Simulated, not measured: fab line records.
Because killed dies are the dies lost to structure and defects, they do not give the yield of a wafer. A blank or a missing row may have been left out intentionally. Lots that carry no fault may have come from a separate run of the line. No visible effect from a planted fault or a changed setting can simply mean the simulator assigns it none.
Lot-split experiment || flow n5-finfet || 7 lots, 21 wafers read, on a route of 1938 steps

## THE SPLIT ITSELF
At N5_BEOL_M8_EXPOSE_25 (exposes mask V7, target cd 40 nm), the setting dose-mj was moved away from the recipe's 42.5 on 9 of the 21 wafers read, by -6.5% to +5.4%. This setting was run at the recipe's value on the other wafers.

## FROM THE SPLIT TO THE READING: what the file shows between them, 2 steps
- N5_BEOL_M8_PEB_26: peb time 60 s
- N5_BEOL_M8_DEVELOP_27: develop time 30 s

## THE READING
Shown in nm: cd-nm at N5_BEOL_M8_CD_MEAS_28, with target cd 40 nm. Typical for fault-free wafers on this fab line: 40.05 nm, with standard deviation 0.22 nm.

{"wafer": "L074.1", "tool, chamber at the split": "euv-scanner-02, 0", "dose-mj as run": 44.78, "against the recipe": "+5.4%", "cd-nm, nm": 41.39, "against lot-mates on the recipe": "+1.48"}
{"wafer": "L074.2", "tool, chamber at the split": "euv-scanner-02, 0", "dose-mj as run": 42.5, "against the recipe": "recipe", "cd-nm, nm": 39.91, "against lot-mates on the recipe": "-"}
{"wafer": "L074.3", "tool, chamber at the split": "euv-scanner-02, 0", "dose-mj as run": 44.78, "against the recipe": "+5.4%", "cd-nm, nm": 41.16, "against lot-mates on the recipe": "+1.25"}
{"wafer": "L083.2", "tool, chamber at the split": "euv-scanner-01, 0", "dose-mj as run": 44.04, "against the recipe": "+3.6%", "cd-nm, nm": 40.76, "against lot-mates on the recipe": "+0.97"}
{"wafer": "L083.3", "tool, chamber at the split": "euv-scanner-01, 0", "dose-mj as run": 44.04, "against the recipe": "+3.6%", "cd-nm, nm": 40.70, "against lot-mates on the recipe": "+0.91"}
{"wafer": "L083.6", "tool, chamber at the split": "euv-scanner-01, 0", "dose-mj as run": 42.5, "against the recipe": "recipe", "cd-nm, nm": 39.79, "against lot-mates on the recipe": "-"}
{"wafer": "L090.3", "tool, chamber at the split": "euv-scanner-01, 0", "dose-mj as run": 39.73, "against the recipe": "-6.5%", "cd-nm, nm": 38.87, "against lot-mates on the recipe": -1.57}
{"wafer": "L090.4", "tool, chamber at the split": "euv-scanner-01, 0", "dose-mj as run": 42.5, "against the recipe": "recipe", "cd-nm, nm": 40.44, "against lot-mates on the recipe": "-"}
{"wafer": "L090.5", "tool, chamber at the split": "euv-scanner-01, 0", "dose-mj as run": 39.73, "against the recipe": "-6.5%", "cd-nm, nm": 38.70, "against lot-mates on the recipe": -1.74}
{"wafer": "L092.1", "tool, chamber at the split": "euv-scanner-02, 0", "dose-mj as run": 42.5, "against the recipe": "recipe", "cd-nm, nm": 40.09, "against lot-mates on the recipe": "-"}
{"wafer": "L092.2", "tool, chamber at the split": "euv-scanner-02, 0", "dose-mj as run": 42.5, "against the recipe": "recipe", "cd-nm, nm": 39.92, "against lot-mates on the recipe": "-"}
{"wafer": "L092.3", "tool, chamber at the split": "euv-scanner-02, 0", "dose-mj as run": 42.5, "against the recipe": "recipe", "cd-nm, nm": 40.24, "against lot-mates on the recipe": "-"}
{"wafer": "L089.1", "tool, chamber at the split": "euv-scanner-02, 0", "dose-mj as run": 43.4, "against the recipe": "+2.1%", "cd-nm, nm": 40.41, "against lot-mates on the recipe": "+0.30"}
{"wafer": "L089.2", "tool, chamber at the split": "euv-scanner-02, 0", "dose-mj as run": 42.5, "against the recipe": "recipe", "cd-nm, nm": 40.11, "against lot-mates on the recipe": "-"}
{"wafer": "L089.3", "tool, chamber at the split": "euv-scanner-02, 0", "dose-mj as run": 43.4, "against the recipe": "+2.1%", "cd-nm, nm": 40.41, "against lot-mates on the recipe": "+0.30"}
{"wafer": "L093.3", "tool, chamber at the split": "euv-scanner-02, 0", "dose-mj as run": 43.3, "against the recipe": "+1.9%", "cd-nm, nm": 40.59, "against lot-mates on the recipe": "+0.38"}
{"wafer": "L093.4", "tool, chamber at the split": "euv-scanner-02, 0", "dose-mj as run": 42.5, "against the recipe": "recipe", "cd-nm, nm": 40.31, "against lot-mates on the recipe": "-"}
{"wafer": "L093.5", "tool, chamber at the split": "euv-scanner-02, 0", "dose-mj as run": 42.5, "against the recipe": "recipe", "cd-nm, nm": 40.12, "against lot-mates on the recipe": "-"}
{"wafer": "L095.4", "tool, chamber at the split": "euv-scanner-02, 0", "dose-mj as run": 42.5, "against the recipe": "recipe", "cd-nm, nm": 40.24, "against lot-mates on the recipe": "-"}
{"wafer": "L095.5", "tool, chamber at the split": "euv-scanner-02, 0", "dose-mj as run": 42.5, "against the recipe": "recipe", "cd-nm, nm": 40.20, "against lot-mates on the recipe": "-"}
{"wafer": "L095.6", "tool, chamber at the split": "euv-scanner-02, 0", "dose-mj as run": 42.5, "against the recipe": "recipe", "cd-nm, nm": 39.91, "against lot-mates on the recipe": "-"}

FIT RESULTS
A straight line over all 21 wafers: cd-nm changes by +0.202 nm for each +1% of dose-mj; r = +0.96; the points scatter about the line by 0.17 nm.
The same after taking each lot's own level away (the mean of its wafers on the recipe; 21 wafers): +0.25 nm for each +1%; r = +0.99; scatter 0.12 nm.
Per that fit: largest dose-mj move, reading shift of 1.6 nm.
The span of the lots' own levels, 39.790 to 40.440 nm, comes to 3.0 times the standard deviation stated above.
So the lot-to-lot level changes the slope: the two fits differ.
Check: with one of the wafers moved furthest among these (-6.5%) left out of the fit, the line predicts -1.69 nm for it against its lot-mates. Against them it came out at -1.57 nm.

## THE WHOLE CHAIN: every reading that the file lists as answering this split, in the file's order
{"step": "N5_BEOL_M8_CD_MEAS_28", "what it does": "target cd 40 nm", "reading": "cd-nm", "change (the file's fit)": "+0.248 nm for each +1% of the setting", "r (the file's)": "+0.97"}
{"step": "N5_BEOL_M8_DESCUM_33", "what it does": "chemistry O2, time 7 s", "reading": "BEOL_M8.cd-nm (the simulator's own value, which no gauge read)", "change (the file's fit)": "+0.199 nm for each +1% of the setting", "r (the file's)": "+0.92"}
{"step": "N5_BEOL_M8_ETCH_72", "what it does": "etches underlayer in N2/H2, target depth 6.5 nm, time 5.2 s", "reading": "BEOL_M8.cd-nm (the simulator's own value, which no gauge read)", "change (the file's fit)": "+0.21 nm for each +1% of the setting", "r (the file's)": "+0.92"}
{"step": "N5_BEOL_M8_ETCH_66", "what it does": "etches SOC in N2/H2, target depth 80 nm, overetch 16 nm, time 120 s", "reading": "BEOL_M8.cd-nm (the simulator's own value, which no gauge read)", "change (the file's fit)": "+0.178 nm for each +1% of the setting", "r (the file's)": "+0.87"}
{"step": "N5_BEOL_M8_VIA_ETCH_34", "what it does": "etches SiCOH lowk in C4F6/O2, target depth 125.5 nm, time 50.5 s", "reading": "BEOL_M8.cd-nm (the simulator's own value, which no gauge read)", "change (the file's fit)": "+0.175 nm for each +1% of the setting", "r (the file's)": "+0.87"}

## THE FILE'S OWN FIT
cd-nm changes by +0.248 nm for each +1% of dose-mj, r = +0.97.
